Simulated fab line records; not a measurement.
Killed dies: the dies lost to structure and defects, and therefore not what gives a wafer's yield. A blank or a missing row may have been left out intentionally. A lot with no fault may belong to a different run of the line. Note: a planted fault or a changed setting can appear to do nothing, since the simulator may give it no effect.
fab line records	flow nand_harc
[record] lots = 12	wafers = 36	last_day = 33
route steps=1302 shown A_ZERO_WELL@404 A_ONON_D1@425 END@1302
lots that met no fault: from a run of the same line without faults
start_h: hours from the record's first day to the start of the lot's first wafer shown	wait_h: time in hours since the lot's previous step	" same as the row above	L1.1+2: one row covering several wafers at once	- no value present, or no start provided	* or withheld: withheld	< > ~ a bound
route shown NAME@n: NAME is a module with steps in the file, n the number in the route of the first one	usual: average and standard deviation across the fault-free wafers	same: alike in all rows	chamber/n: place in a boat	sites: per-site readings	_std_site: standard deviation across them	_edge_site: inner sites' mean taken away from outer sites' mean	radius_mm: for every site, how far away it sits from the centre of the wafer	mask NAME#n: copy n	behind: the tool/chamber that last shaped the wafer	hold: why the lot was held/for how many hours/how that ended	device: the n, p or np transistor that did not switch	end of line: at the end of the route, the tests of the same wafers	a step without rows: its recipe alone	killed: dies that structure and defects cost at the first sort, which is not the same as the wafer's yield	map: a wafer's dies, x killed, . not, _ none there
set.NAME: the run value of the setting; set.NAME@STEP: its run value at that earlier step	model.NAME: the simulator's own value behind a step, which no gauge read
the route's steps for a sample of lots (tables are steps, rows are wafers)
services: the hour from which a tool's chamber was out of use, counted from the record's first day as start_h (under 0 if before that day), plus the number of hours and why
[[steps]]
[step NHARC_A_ZERO_WELL_ETCH_19]
[recipe] target_depth_a = 800	overetch_a = 240	time_s = 87.88	ion_energy_ev = 200	n2_flow_sccm = 150	h2_flow_sccm = 150	ar_flow_sccm = 0	rf_w = 400	bias_w = 150	chemistry = N2/H2
[usual] drypump_motor_current_A = 5.9/0.32	h2_flow_sccm = 150.0/0.45	oes_product_au = 0.997/0.0085	rf_vpp_V = 431.7/2	showerhead_plenum_p_Torr = 2.08/0.068	throttle_valve_pct = 14.171/0.0088
lot.wafer	tool	chamber	start_h	wait_h	drypump_motor_current_A	h2_flow_sccm	oes_product_au	rf_hours_counter_h	rf_vpp_V	showerhead_plenum_p_Torr	throttle_valve_pct
L715.3	rie_diel-02	0	147.69	0.1	5.2	149.9	1.021	30	432.6	2.14	14.168
L715.5	"	3	"	"	4.7	149.9	1.011	-	430.4	2.09	14.158
L715.6	"	0	"	"	5.2	150.0	1.018	-	434.9	2.14	14.176
L716.2	rie_diel-08	3	150.60	0.4	5.7	150.0	0.999	20	432.9	2.09	14.155
L716.3	"	0	"	"	6.3	150.3	0.998	21	428.7	2.01	14.175
L716.6	"	2	"	"	6.1	149.8	0.994	-	428.6	1.93	14.177
L717.1	rie_diel-09	2	158.66	0.1	5.3	149.2	0.995	0	434.5	2.17	14.179
L717.6	"	3	"	"	5.9	149.0	0.980	-	432.1	2.12	14.168
L717.4	"	2	"	"	5.3	149.4	0.999	-	434.4	2.17	14.160
L718.1	rie_diel-09	0	166.49	0.1	6.0	149.5	1.004	1	430.9	2.06	14.186
L718.3	"	3	"	"	5.9	149.8	0.986	1	432.6	2.12	14.159
L718.6	"	0	"	"	6.0	149.8	1.009	-	430.2	2.06	14.181
L719.4	rie_diel-08	1	176.46	0.1	6.0	148.9	0.992	27	429.5	2.01	14.175
L719.3	"	0	"	"	6.3	149.7	0.993	28	429.8	2.01	14.170
L719.5	"	2	"	"	6.1	150.3	1.004	-	427.1	1.93	14.182
L720.3	rie_diel-09	0	196.76	0.1	6.0	149.8	0.996	2	430.1	2.06	14.169
L720.4	"	1	"	"	6.0	150.3	1.007	1	432.6	2.10	14.172
L720.6	"	0	"	"	6.0	150.2	1.000	-	431.3	2.06	14.177
L722.2	rie_diel-09	3	207.13	0.1	5.9	150.1	0.995	2	432.4	2.12	14.167
L722.3	"	0	"	"	6.0	150.2	1.016	2	431.3	2.06	14.175
L722.6	"	0	"	"	6.0	150.0	1.002	-	431.9	2.06	14.173
L723.4	rie_diel-09	3	223.34	0.1	6.0	150.3	0.998	2	434.1	2.12	14.174
L723.2	"	1	"	"	6.0	149.4	1.010	2	431.4	2.10	14.161
L723.3	"	2	"	"	5.4	150.6	1.000	2	431.8	2.17	14.163
L732.1	rie_diel-09	1	307.68	0.1	6.0	149.6	0.991	5	432.7	2.10	14.176
L732.6	"	2	"	"	5.4	149.7	0.997	-	434.2	2.17	14.171
L732.5	"	3	"	"	5.9	148.8	0.991	-	431.6	2.12	14.170
L733.4	rie_diel-09	3	318.71	0.1	5.9	150.2	1.005	5	433.6	2.12	14.166
L733.2	"	0	"	"	6.0	149.7	1.003	5	429.9	2.06	14.166
L733.3	"	2	"	"	5.3	149.8	1.001	5	434.1	2.17	14.181
L735.2	rie_diel-08	1	336.91	0.1	6.0	149.5	1.002	27	429.2	2.00	14.169
L735.3	"	3	"	"	5.7	149.6	1.001	24	432.9	2.08	14.162
L735.6	"	2	"	"	6.1	150.5	0.996	-	427.6	1.92	14.175
L738.2	rie_diel-09	2	370.33	0.1	5.4	150.1	1.007	1	434.3	2.17	14.161
L738.1	"	1	"	"	6.0	150.4	0.999	1	432.1	2.09	14.160
L738.5	"	3	"	"	6.0	149.4	0.974	-	432.7	2.12	14.159
[step NHARC_A_ONON_D1_THK_MEAS_02]
[recipe] thk_meas_gauge = ellipsometry
[usual] thk_nm = 997/11
lot.wafer	tool	chamber	start_h	wait_h	thk_nm
L715.3	film_metro-01	-	169.94	-	986
L715.5	"	-	"	"	986
L715.6	"	-	"	"	986
L716.2	film_metro-02	-	169.94	-	1012
L716.3	"	-	"	"	1012
L716.6	"	-	"	"	1014
L717.1	film_metro-01	-	181.05	-	987
L717.4	"	-	"	"	988
L717.6	"	-	"	"	986
L718.1	film_metro-02	-	189.60	-	998
L718.3	"	-	"	"	997
L718.6	"	-	"	"	998
L719.3	film_metro-01	-	198.20	-	994
L719.4	"	-	"	"	994
L719.5	"	-	"	"	994
L720.3	film_metro-02	-	222.65	-	999
L720.4	"	-	"	"	997
L720.6	"	-	"	"	998
L722.2	film_metro-01	-	230.20	-	1002
L722.3	"	-	"	"	1003
L722.6	"	-	"	"	1002
L723.2	film_metro-02	-	245.54	-	1020
L723.3	"	-	"	"	1021
L723.4	"	-	"	"	1023
L732.1	film_metro-02	-	332.04	-	997
L732.5	"	-	"	"	998
L732.6	"	-	"	"	996
L733.2	film_metro-01	-	341.82	-	997
L733.3	"	-	"	"	996
L733.4	"	-	"	"	997
L735.2	film_metro-01	-	362.25	-	989
L735.3	"	-	"	"	990
L735.6	"	-	"	"	990
L738.1	film_metro-02	-	391.48	-	1000
L738.2	"	-	"	"	1000
L738.5	"	-	"	"	1001
[step NHARC_A_ONON_D1_DEP_16]
[recipe] target_thk_a = 10000	n2_flow_sccm = 2750	n2o_flow_sccm = 2000	nh3_flow_sccm = 500	sih4_flow_sccm = 210	temp_c = 400
lot.wafer	tool	chamber	start_h	wait_h
L716.2+3+6	pecvd_onon-03	0	179.58	0.1
L715.3+5+6	pecvd_onon-04	0	179.64	0.2
L717.1+4+6	pecvd_onon-04	0	190.82	0.1
L718.1+3+6	pecvd_onon-01	0	199.42	0.1
L719.3+4+5	pecvd_onon-03	0	208.08	0.2
L720.3+4+6	pecvd_onon-01	0	234.51	0.2
L722.2+3+6	pecvd_onon-04	0	239.80	0.1
L723.2+3+4	pecvd_onon-01	0	256.35	0.1
L732.1+5+6	pecvd_onon-01	0	341.54	0.1
L733.2+3+4	pecvd_onon-01	0	353.16	0.4
L735.2+3+6	pecvd_onon-04	0	372.09	0.1
L738.1+2+5	pecvd_onon-03	0	401.02	0.1
[step NHARC_A_ONON_D1_THK_MEAS_18]
[recipe] thk_meas_gauge = ellipsometry
[usual] thk_nm = 1002/11
lot.wafer	tool	chamber	start_h	wait_h	thk_nm
L716.2	film_metro-01	-	180.03	-	987
L716.3	"	-	"	"	986
L716.6	"	-	"	"	986
L715.3	film_metro-02	-	180.03	-	1011
L715.5	"	-	"	"	1011
L715.6	"	-	"	"	1012
L717.1	film_metro-02	-	191.32	-	996
L717.4	"	-	"	"	996
L717.6	"	-	"	"	998
L718.1	film_metro-01	-	199.93	-	1007
L718.3	"	-	"	"	1005
L718.6	"	-	"	"	1006
L719.3	film_metro-01	-	208.47	-	1012
L719.4	"	-	"	"	1014
L719.5	"	-	"	"	1011
L720.3	film_metro-02	-	234.90	-	1014
L720.4	"	-	"	"	1012
L720.6	"	-	"	"	1011
L722.2	film_metro-02	-	240.26	-	992
L722.3	"	-	"	"	991
L722.6	"	-	"	"	992
L723.2	film_metro-01	-	256.80	-	1019
L723.3	"	-	"	"	1021
L723.4	"	-	"	"	1019
L732.1	film_metro-01	-	342.05	-	1533
L732.5	"	-	"	"	1533
L732.6	"	-	"	"	1532
L733.2	film_metro-02	-	353.60	-	1535
L733.3	"	-	"	"	1536
L733.4	"	-	"	"	1536
L735.2	film_metro-02	-	372.54	-	1011
L735.3	"	-	"	"	1009
L735.6	"	-	"	"	1009
L738.1	film_metro-02	-	401.53	-	976
L738.2	"	-	"	"	976
L738.5	"	-	"	"	978
[step NHARC_A_ONON_D1_DEP_33]
[recipe] target_thk_a = 2000	temp_c = 400	pressure_torr = 6.5	rf_w = 900	teos_flow_sccm = 161.4	flow_sccm = 2650	target_thk_nm = 200	gas = O2	material = SiO2
[usual] heater_power_w = 538/130	throttle_valve_pct = 16.0/0.61
lot.wafer	tool	chamber	start_h	wait_h	heater_power_w	throttle_valve_pct
L715.3	pecvd-03	2	182.40	0.1	533	16.0
L715.6	"	2	"	"	552	16.1
L715.5	"	0	"	"	495	16.5
L716.3	pecvd-02	0	182.49	0.1	348	16.2
L716.2	"	1	"	"	595	16.6
L716.6	"	2	"	"	755	16.0
L717.1	pecvd-01	2	193.71	0.1	607	14.7
L717.6	"	1	"	"	512	15.0
L717.4	"	0	"	"	566	16.3
L718.1	pecvd-03	1	202.25	0.1	428	16.7
L718.3	"	2	"	"	574	15.4
L718.6	"	0	"	"	618	16.8
L719.3	pecvd-03	1	210.79	0.1	351	16.6
L719.4	"	2	"	"	599	15.6
L719.5	"	0	"	"	503	16.8
L720.3	pecvd-03	0	237.63	0.2	658	16.7
L720.6	"	2	"	"	503	15.6
L720.4	"	0	"	"	650	16.6
L722.3	pecvd-02	2	242.63	0.1	731	15.4
L722.2	"	1	"	"	548	16.7
L722.6	"	1	"	"	564	16.7
L723.2	pecvd-02	2	259.14	0.1	768	15.5
L723.4	"	2	"	"	761	15.4
L723.3	"	0	"	"	359	16.0
L732.1	pecvd-01	2	344.41	0.1	593	14.8
L732.5	"	1	"	"	657	15.0
L732.6	"	0	"	"	593	16.3
L733.3	pecvd-01	0	355.92	0.1	595	16.2
L733.2	"	1	"	"	611	15.3
L733.4	"	1	"	"	615	15.4
L735.3	pecvd-02	1	374.86	0.1	547	16.5
L735.2	"	2	"	"	669	15.5
L735.6	"	1	"	"	582	16.9
L738.1	pecvd-02	0	403.88	0.1	323	16.4
L738.2	"	2	"	"	704	15.8
L738.5	"	0	"	"	325	16.4
[step NHARC_END_SORT_01]
[recipe] temp_c = 25
[usual] killed_at_array = 46/16	killed_at_other = 0.9/1.3	killed_at_periphery = 4.1/3	killed_dies = 51/17	killed_open = 3.5/1.8	killed_short = 2.5/1.8
[same] gross_dies = 677
lot.wafer	tool	chamber	start_h	wait_h	killed_at_array	killed_at_other	killed_at_periphery	killed_dies	killed_open	killed_short
L732.1	prober-01	0	742.19	2.5	673	1	3	677	1	2
L732.5	prober-01	0	745.33	3.6	674	0	3	677	2	2
L732.6	prober-01	0	746.12	3.9	672	0	5	677	3	2
L733.2	prober-02	0	769.53	2.8	664	2	11	677	5	2
L733.3	prober-02	0	770.31	3.1	671	0	6	677	5	6
L733.4	prober-02	0	771.10	3.4	668	3	6	677	2	4
// killed by level:class
L732.1 A_ONON_D1:area_dep=640 A_CHANNEL_HOLE_D1:chamber_film_flake=8 A_CHANNEL_HOLE_D2:chamber_film_flake=8 A_STAIRCASE:chamber_film_flake=6 A_WL_FILL:chamber_film_flake=5 A_SLIT:chamber_film_flake=2 P_M1:geometric_particle:short=1 A_CHANNEL_HOLE_D2:geometric_particle:open=1
L732.5 A_ONON_D1:area_dep=635 A_STAIRCASE:chamber_film_flake=10 A_CHANNEL_HOLE_D2:chamber_film_flake=7 A_CHANNEL_HOLE_D1:chamber_film_flake=6 A_CONTACT:chamber_film_flake=4 A_WL_FILL:chamber_film_flake=3 A_WL_FILL:geometric_particle:short=2 A_M0:geometric_particle:open=2
L732.6 A_ONON_D1:area_dep=635 A_CHANNEL_HOLE_D1:chamber_film_flake=11 A_STAIRCASE:chamber_film_flake=8 A_SLIT:chamber_film_flake=7 P_GATE:chamber_film_flake=3 A_CHANNEL_HOLE_D2:chamber_film_flake=3 A_CONTACT:chamber_film_flake=3 P_M1:geometric_particle:open=1
L733.2 A_ONON_D1:area_dep=634 A_CONTACT:chamber_film_flake=9 P_M1:chamber_film_flake=6 A_CHANNEL_HOLE_D1:chamber_film_flake=5 P_GATE:chamber_film_flake=4 A_WL_FILL:chamber_film_flake=3 A_CHANNEL_HOLE_D2:chamber_film_flake=2 A_SLIT:chamber_film_flake=2
L733.3 A_ONON_D1:area_dep=625 A_CHANNEL_HOLE_D1:chamber_film_flake=10 A_SLIT:chamber_film_flake=8 A_CHANNEL_HOLE_D2:chamber_film_flake=6 A_CONTACT:chamber_film_flake=6 P_M1:chamber_film_flake=4 A_STAIRCASE:chamber_film_flake=3 A_CHANNEL_FILL_D2:geometric_particle:open=2
L733.4 A_ONON_D1:area_dep=634 A_CHANNEL_HOLE_D1:chamber_film_flake=11 A_CONTACT:chamber_film_flake=5 A_SLIT:chamber_film_flake=5 A_WL_FILL:chamber_film_flake=5 THIN_TSV:chamber_film_flake=3 A_WL_FILL:geometric_particle:short=2 P_M1:chamber_film_flake=2
[[services]]
tool	chamber	start_h	hours	kind
pecvd-01	-	130.18	13.0	pm
pecvd_onon-04	-	130.29	13.0	pm
rie_diel-09	1	139.43	22.4	repair
rie_diel-09	-	143.10	9.0	pm
rie_diel-09	3	180.03	9.0	repair
pecvd-03	-	185.47	13.0	pm
rie_diel-08	-	190.80	9.0	pm
rie_diel-08	0	207.92	6.6	repair
rie_diel-09	0	223.57	14.6	repair
pecvd_onon-03	-	227.00	13.0	pm
pecvd-02	-	227.14	13.0	pm
pecvd-02	1	254.12	22.1	repair
rie_diel-09	2	258.60	2.6	repair
pecvd-01	1	263.91	3.4	repair
pecvd_onon-01	-	269.33	13.0	pm
pecvd-01	-	271.90	1.0	repair
pecvd-01	-	276.31	2.0	repair
pecvd_onon-04	-	311.29	13.0	pm
pecvd-02	-	316.58	1.1	repair
rie_diel-09	-	320.10	9.0	pm
pecvd-03	-	354.80	0.8	repair
pecvd-03	-	366.47	13.0	pm
rie_diel-09	1	378.88	3.1	repair
pecvd-03	0	387.86	3.3	repair
[[key]]
[first_sign] step = NHARC_A_ONON_D1_THK_MEAS_18	reading = thk_nm	direction = up	sigmas = 47	usual = 1002	struck = 1534
[effect] step = NHARC_END_SORT_01	reading = killed_at_array	direction = up	sigmas = 38	usual = 46	struck = 670
[more_kills_born_at] NHARC_A_ONON_D1_DEP_16@pecvd_onon-01 = 3803
met_at NHARC_A_ONON_D1_DEP_16
struck_lots L732,L733
later_rows_left_out L732.1,L732.5,L732.6,L733.2,L733.3,L733.4
tester_left_out L732,L733
not_acting_at NHARC_A_ZERO_WELL_ETCH_19,NHARC_A_ONON_D1_THK_MEAS_02,NHARC_A_ONON_D1_DEP_33
onset_between 256.35 341.54
[fault] kind = process_parameter_drift	tool = pecvd_onon-01	chamber = -	onset_h = 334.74	steps = NHARC_A_ONON_D1_DEP_16	channel = target_thk_a	offset = *	shape = step	end_h = 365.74	acts_in = *	stated = *
// tester_left_out: of these lots the tester's yield and bins aren't shown, on N5 and GAA mostly nor the transistor test; their killed dies are dies lost to structure and defects alone, not to doping, threshold or leakage, so they don't give the yield
// later_rows_left_out: the simulator's readings of these wafers behind a module that went badly wrong aren't trusted and aren't shown, but for the sort
